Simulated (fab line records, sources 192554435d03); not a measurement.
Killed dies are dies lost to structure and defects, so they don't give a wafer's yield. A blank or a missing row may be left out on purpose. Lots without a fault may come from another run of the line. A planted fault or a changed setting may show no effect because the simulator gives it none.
A struck lot beside a sound one | flow n5_finfet | 15 steps out of a route of 1938
Sound: wafers L243.3, L243.5, L243.6. Struck: wafers L252.2, L252.6. (L252.5 of the same lot was not struck and is left out.) The cause comes at the end.
At each step with rows: each side's tool, then ch and its chambers, then its first start. Under that, the readings that differ: sound wafers | struck wafers | difference of the means | sigmas: that difference in standard deviations of wafers without a fault.
alike: readings whose means differ by less than 2 such deviations, and words and numbers that are the same on both sides. not compared: withheld readings, readings that some wafer has no value for, bounds like >300 that may hide the same value, and numbers for which the record gives no deviation and whose values overlap.
The two part at a step that has a row with sigmas, a row that says differs or no value, or rows on one side only. Numbers that don't overlap but have no deviation are shown without sigmas and don't part them. A reading that every wafer of one side lacks parts them only if that side has two wafers or more.

first, 1 step without rows for these wafers: N5_BEOL_M10_STRIP_77 (strips in N2/H2, time 10 s).
N5_BEOL_M10_OCD_MEAS_38:
  sound on ocd-01, day 12 10:20; struck on ocd-02, day 14 16:16
  alike: trench_depth_nm
then, 4 steps without rows for these wafers: N5_BEOL_M10_HM_STRIP_39 (strips TiN in peroxide tin strip, target depth 25 nm, time 158 s); N5_BEOL_M10_SRD_40 (time 30 s); N5_BEOL_M10_PRECLEAN_42 (cleans in residue remover, time 60 s); N5_BEOL_M10_SRD_43 (time 30 s).
N5_BEOL_M10_CD_MEAS_35: target cd 70 nm.
  sound on cd_sem-03, day 12 10:29; struck on cd_sem-03, day 14 16:25
  alike: cd_nm
N5_BEOL_M10_CURE_72: cures SiCOH lowk, time 120 s.
  sound on uv_cure-02 ch 2, day 12 10:38; struck on uv_cure-02 ch 1, day 14 16:30
  alike: lamp_power_pct, wafer_temp_C_max
N5_BEOL_M10_DEGAS_44: time 60 s.
  sound on pvd_sputter-03, day 12 10:55; struck on pvd_sputter-03, day 14 17:10
  alike: heater_power_w
N5_BEOL_M10_PRE_CLEAN_45: time 30 s.
  sound on pvd_sputter-03, day 12 10:58; struck on pvd_sputter-03, day 14 17:13
  alike: heater_power_w
N5_BEOL_M10_ALD_74: deposits TaN, target thk 2 nm, pulse time 2 s, purge time 3 s.
  sound on ald_metal-03 ch 1,2, day 12 11:01; struck on ald_metal-01 ch 1,3, day 14 17:17
  alike: heater_power_w, precursor_vessel_pressure_torr
then, 1 step without rows for these wafers: N5_BEOL_M10_SURFACE_TREAT_76.
N5_BEOL_M10_CVD_75: deposits Co from CCTBA/H2, target thk 2 nm, time 138.9 s.
  sound on cvd_co-02 ch 0,1,2, day 12 11:28; struck on cvd_co-01 ch 1, day 14 18:33
  reading          | sound             | struck      | difference | sigmas
  run_length_s (s) | 161.7 162.5 161.2 | 229.7 229.5 | +67.8      | +99 or more
N5_BEOL_M10_SPUTTER_48: material Cu, target thk 12 nm, time 2 s.
  sound on pvd_sputter-03, day 12 11:36; struck on pvd_sputter-01, day 14 18:46
  alike: bias_v, throttle_valve_pct
-- the record jumps here: 2 days lie between the struck wafers' starts before and after (it left off in module BEOL_M10 and takes up again in module PASSIVATION, whose first step shown is number 1936 of the route) --
N5_PASSIVATION_PROBE_49:
  sound on prober-01, day 14 11:09; struck on prober-02, day 16 18:54
  reading            | sound    | struck | difference | sigmas
  killed_at_contacts | 21 16 18 | 7 5    | -12        | -2
  alike: defect_limited_yield, killed_at_M0_to_M3, killed_at_M4_up, killed_at_front_end, killed_at_other, killed_dies, killed_open, killed_short, sort_bin_5_function, sort_bin_6_memory, sort_n_pass, sort_yield_pct

WHERE THEY PART
First at N5_BEOL_M10_CVD_75; last, within this record, at N5_PASSIVATION_PROBE_49.

WHY: what the simulator had put in
Process parameter drift: cvd_co-01, from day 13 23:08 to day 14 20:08, at N5_BEOL_M10_CVD_75. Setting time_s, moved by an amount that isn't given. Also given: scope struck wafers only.
